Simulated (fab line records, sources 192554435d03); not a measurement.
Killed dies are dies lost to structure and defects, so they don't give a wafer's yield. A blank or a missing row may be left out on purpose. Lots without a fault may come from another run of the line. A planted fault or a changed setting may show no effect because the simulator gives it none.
Which tool did it? | flow n5_finfet | 9 lots, 27 wafers sampled, at 5 steps of a route of 1938

WHAT THE GAUGES READ, wafer by wafer
The record holds no reading of a measuring or inspecting step that can be judged against a usual standard deviation.

WHICH TOOL RAN EACH LOT (tool, then ch and the chambers of the sampled wafers, then the start)
lot  | N5_BEOL_M10_ETCH_41                           | N5_BEOL_M10_STRIP_77                          | N5_BEOL_M11_TRENCH_ETCH_37         | N5_BEOL_M11_SURFACE_TREAT_76 | N5_PASSIVATION_PROBE_49
L943 | rie_diel-04 ch 0,2,3, day 11 04:04 or earlier | rie_diel-04 ch 0,2,3, day 11 04:04 or earlier | rie_diel-06 ch 1,2,3, day 11 04:04 | pvd_sputter-02, day 11 05:53 | prober-02, day 13 00:22
L946 | rie_diel-04 ch 0,1,3, day 11 08:16 or earlier | rie_diel-04 ch 0,1,3, day 11 08:16 or earlier | rie_diel-06 ch 0,1,2, day 11 08:16 | pvd_sputter-03, day 11 09:29 | -
L949 | rie_diel-02 ch 0,2, day 11 21:40 or earlier   | rie_diel-02 ch 0,2, day 11 21:40 or earlier   | rie_diel-03 ch 0,2, day 11 21:40   | pvd_sputter-02, day 11 22:53 | -
L953 | rie_diel-04 ch 0,2, day 13 00:46 or earlier   | rie_diel-04 ch 0,2, day 13 00:46 or earlier   | rie_diel-06 ch 0,1, day 13 00:46   | pvd_sputter-01, day 13 02:42 | prober-02, day 14 17:54
L956 | rie_diel-04 ch 0,2,3, day 13 19:32 or earlier | rie_diel-04 ch 0,2,3, day 13 19:32 or earlier | rie_diel-01 ch 0,1, day 13 19:32   | pvd_sputter-01, day 13 20:43 | -
L958 | rie_diel-04 ch 0,2,3, day 14 00:18 or earlier | rie_diel-04 ch 0,2,3, day 14 00:18 or earlier | rie_diel-03 ch 0,2,3, day 14 00:18 | pvd_sputter-03, day 14 01:41 | -
L959 | rie_diel-02 ch 0,2, day 14 16:28 or earlier   | rie_diel-02 ch 0,2, day 14 16:28 or earlier   | rie_diel-06 ch 0,1,2, day 14 16:28 | pvd_sputter-03, day 14 18:56 | prober-01, day 16 14:26
L964 | rie_diel-02 ch 0,1,3, day 15 18:29 or earlier | rie_diel-02 ch 0,1,3, day 15 18:29 or earlier | rie_diel-03 ch 0,1,2, day 15 18:29 | pvd_sputter-02, day 15 21:50 | -
L963 | rie_diel-05 ch 0,1,3, day 15 18:59 or earlier | rie_diel-05 ch 0,1,3, day 15 18:59 or earlier | rie_diel-01 ch 0,3, day 15 18:59   | pvd_sputter-01, day 15 22:22 | -
- N5_BEOL_M10_ETCH_41: etches SiCN in CH3F/O2, target depth 42.6 nm, time 86 s.
- N5_BEOL_M10_STRIP_77: strips in N2/H2, time 10 s.
- N5_BEOL_M11_TRENCH_ETCH_37: etches SiCOH lowk in C4F6/O2, target depth 148.83 nm, time 48 s.
- N5_BEOL_M11_SURFACE_TREAT_76
- N5_PASSIVATION_PROBE_49

WHAT THE TOOLS THEMSELVES READ (means of the sampled wafers that have a number; where no wafer has one, the mark that the record gives instead)
N5_BEOL_M10_ETCH_41. Usual: bias_w 75.00 W, standard deviation 0.24; chamber_pressure_mTorr 30.002 mTorr, standard deviation 0.028; drypump_motor_current_A 5.4 A, standard deviation 0.38; oes_product_au 0.74 a.u., standard deviation 0.076; rf_fwd_power_W 392.5 W, standard deviation 1.5; rf_vpp_V 296.8 V, standard deviation 1.7; showerhead_plenum_p_Torr 1.97 Torr, standard deviation 0.078; throttle_valve_pct 16.36 %, standard deviation 0.19.
lot  | tool        | bias_w (W) | chamber_pressure_mTorr (mTorr) | drypump_motor_current_A (A) | oes_product_au (a.u.) | rf_fwd_power_W (W) | rf_vpp_V (V) | showerhead_plenum_p_Torr (Torr) | throttle_valve_pct (%) | flag
L943 | rie_diel-04 | 74.94      | 30.014                         | 5.4                         | 0.75                  | 392.3              | 295.7        | 1.91                            | 16.35                  |
L946 | rie_diel-04 | 75.02      | 29.999                         | 5.6                         | 0.69                  | 392.7              | 297.1        | 1.95                            | 16.49                  |
L949 | rie_diel-02 | 75.04      | 29.992                         | 5.8                         | 0.69                  | 392.7              | 295.8        | 1.95                            | 16.51                  |
L953 | rie_diel-04 | 75.11      | 30.008                         | 5.2                         | 0.78                  | 391.9              | 295.5        | 1.92                            | 16.34                  |
L956 | rie_diel-04 | 74.82      | 29.993                         | 5.4                         | 0.72                  | 391.8              | 296.0        | 1.90                            | 16.40                  |
L958 | rie_diel-04 | 75.19      | 30.001                         | 5.4                         | 0.72                  | 391.9              | 295.4        | 1.90                            | 16.40                  |
L959 | rie_diel-02 | 75.15      | 30.012                         | 5.8                         | 0.68                  | 392.9              | 298.7        | 2.00                            | 16.58                  |
L964 | rie_diel-02 | 74.99      | 30.007                         | 5.3                         | 0.75                  | 392.2              | 296.6        | 1.98                            | 16.32                  |
L963 | rie_diel-05 | 74.96      | 29.969                         | 5.4                         | 0.74                  | 392.0              | 297.1        | 2.00                            | 16.27                  |

N5_BEOL_M10_STRIP_77. Usual: chamber_pressure_mTorr 20.003 mTorr, standard deviation 0.016; drypump_motor_current_A 5.4 A, standard deviation 0.38; oes_product_au 0.75 a.u., standard deviation 0.079; rf_vpp_V 59.0 V, standard deviation 0.82; showerhead_plenum_p_Torr 2.50 Torr, standard deviation 0.094; throttle_valve_pct 23.64 %, standard deviation 0.28.
lot  | tool        | chamber_pressure_mTorr (mTorr) | drypump_motor_current_A (A) | oes_product_au (a.u.) | rf_vpp_V (V) | showerhead_plenum_p_Torr (Torr) | throttle_valve_pct (%) | flag
L943 | rie_diel-04 | 20.006                         | 5.4                         | 0.74                  | 58.8         | 2.43                            | 23.58                  |
L946 | rie_diel-04 | 20.011                         | 5.6                         | 0.69                  | 58.5         | 2.47                            | 23.72                  |
L949 | rie_diel-02 | 20.009                         | 5.8                         | 0.69                  | 58.6         | 2.49                            | 23.99                  |
L953 | rie_diel-04 | 19.999                         | 5.2                         | 0.79                  | 59.0         | 2.43                            | 23.53                  |
L956 | rie_diel-04 | 19.998                         | 5.5                         | 0.72                  | 58.2         | 2.42                            | 23.62                  |
L958 | rie_diel-04 | 19.995                         | 5.4                         | 0.72                  | 58.8         | 2.42                            | 23.62                  |
L959 | rie_diel-02 | 20.023                         | 5.8                         | 0.67                  | 58.6         | 2.55                            | 23.88                  |
L964 | rie_diel-02 | 19.992                         | 5.3                         | 0.76                  | 59.0         | 2.50                            | 23.65                  |
L963 | rie_diel-05 | 19.995                         | 5.4                         | 0.76                  | 59.9         | 2.54                            | 23.60                  |

N5_BEOL_M11_TRENCH_ETCH_37. Usual: bias_w 185.0 W, standard deviation 0.51; chamber_pressure_mTorr 29.997 mTorr, standard deviation 0.029; drypump_motor_current_A 5.6 A, standard deviation 0.36; oes_o_777_au 0.79 a.u., standard deviation 0.072; oes_product_au 0.79 a.u., standard deviation 0.078; rf_fwd_power_W 341.0 W, standard deviation 1.4; rf_vpp_V 662 V, standard deviation 8.9; showerhead_plenum_p_Torr 2.87 Torr, standard deviation 0.11; throttle_valve_pct 20.75 %, standard deviation 0.29.
lot  | tool        | bias_w (W) | chamber_pressure_mTorr (mTorr) | drypump_motor_current_A (A) | oes_o_777_au (a.u.) | oes_product_au (a.u.) | rf_fwd_power_W (W) | rf_vpp_V (V) | showerhead_plenum_p_Torr (Torr) | throttle_valve_pct (%) | flag
L943 | rie_diel-06 | 184.6      | 29.975                         | 5.5                         | 0.78                | 0.80                  | 340.2              | 665          | 2.90                            | 20.90                  |
L946 | rie_diel-06 | 184.7      | 30.001                         | 5.7                         | 0.80                | 0.81                  | 340.8              | 657          | 2.81                            | 20.83                  |
L949 | rie_diel-03 | 184.8      | 30.013                         | 5.2                         | 0.75                | 0.75                  | 341.3              | 658          | 2.81                            | 20.51                  |
L953 | rie_diel-06 | 184.8      | 29.984                         | 5.9                         | 0.82                | 0.84                  | 339.7              | 658          | 2.82                            | 20.52                  |
L956 | rie_diel-01 | 184.7      | 30.025                         | 5.4                         | 0.71                | 0.69                  | 343.0              | 653          | 2.88                            | 20.91                  |
L958 | rie_diel-03 | 184.6      | 29.983                         | 5.5                         | 0.80                | 0.80                  | 340.9              | 662          | 2.87                            | 20.73                  |
L959 | rie_diel-06 | 175.5      | 30.008                         | 5.6                         | 0.84                | 0.86                  | 340.2              | 630          | 2.80                            | 20.74                  | OFF
L964 | rie_diel-03 | 184.9      | 30.014                         | 5.5                         | 0.74                | 0.74                  | 340.5              | 660          | 2.88                            | 20.56                  |
L963 | rie_diel-01 | 184.8      | 29.985                         | 5.6                         | 0.72                | 0.72                  | 343.3              | 660          | 2.85                            | 20.87                  |

N5_PASSIVATION_PROBE_49. Usual: defect_limited_yield 91.7 %, standard deviation 1.5; killed_at_M0_to_M3 32, standard deviation 9.6; killed_at_M4_up 13, standard deviation 5.3; killed_at_contacts 12, standard deviation 6.8; killed_at_front_end 36, standard deviation 9.8; killed_at_other 4, standard deviation 3.1; killed_dies 98, standard deviation 17; killed_on_rim 13, standard deviation 4; killed_open 65, standard deviation 13; killed_short 32, standard deviation 8.5; sort_bin_5_function 4.9 %, standard deviation 0.93; sort_bin_6_memory 3.2 %, standard deviation 0.67; sort_n_pass 1082, standard deviation 17; sort_yield_pct 91.7 %, standard deviation 1.4.
lot  | tool      | defect_limited_yield (%) | killed_at_M0_to_M3 | killed_at_M4_up | killed_at_contacts | killed_at_front_end | killed_at_other | killed_dies | killed_on_rim | killed_open | killed_short | sort_bin_5_function (%) | sort_bin_6_memory (%) | sort_n_pass | sort_yield_pct (%) | flag
L943 | prober-02 | 92.3                     | 42                 | 9               | 8                  | 28                  | 5               | 91          | 13            | 56          | 34           | 4.3                     | 3.2                   | 1089        | 92.3               |
L953 | prober-02 | 92.0                     | 39                 | 12              | 12                 | 30                  | 2               | 95          | 9             | 71          | 24           | 4.9                     | 3.0                   | 1085        | 92.0               |
L959 | prober-01 | 93.4                     | 23                 | 13              | 8                  | 32                  | 2               | 78          | 9             | 51          | 24           | 4.1                     | 2.3                   | 1102        | 93.4               |

THE ANSWER, worked out from the rows above alone
Rule: a lot is off if the mean of its wafers that have a number lies more than 3 standard deviations from the usual mean. A lot without any number at a reading at which 4 lots or more have one is off too. The other lots that the step has rows for count as sound. The gauges are gone through in route order, then the tools' own readings, and for those a lot's mean is taken as printed above. The first step at which some lot is off is used, and at that step the reading that is off furthest; a lot without a number counts as furthest.
Off: L959, at N5_BEOL_M11_TRENCH_ETCH_37 (bias_w).
A tool fits if, at that step or a process step before it, it ran every lot that is off, and no sound lot after the first of them. N5_BEOL_M10_ETCH_41 gives no start for some lots, so the hours and the order of its lots are those of N5_BEOL_M11_TRENCH_ETCH_37. N5_BEOL_M10_STRIP_77 gives no start for some lots, so the hours and the order of its lots are those of N5_BEOL_M11_TRENCH_ETCH_37. One fits: rie_diel-06 at N5_BEOL_M11_TRENCH_ETCH_37. Its last sound lot is L953 (day 13 00:46), its first lot that is off L959 (day 14 16:28): a fault that began between those two fits.
The tool's own readings at N5_BEOL_M11_TRENCH_ETCH_37 bear it out: on the lots that are off they differ by more than 5 times the standard deviation of the sound lots' means. bias_w reads 175.5 W there against 184.7 W on the sound lots; rf_vpp_V reads 630 V there against 659 V on the sound lots.

WHAT THE SIMULATOR HAD PUT IN
Process parameter drift: rie_diel-06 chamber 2, from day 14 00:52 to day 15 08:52, at N5_BEOL_M11_TRENCH_ETCH_37. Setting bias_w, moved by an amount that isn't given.
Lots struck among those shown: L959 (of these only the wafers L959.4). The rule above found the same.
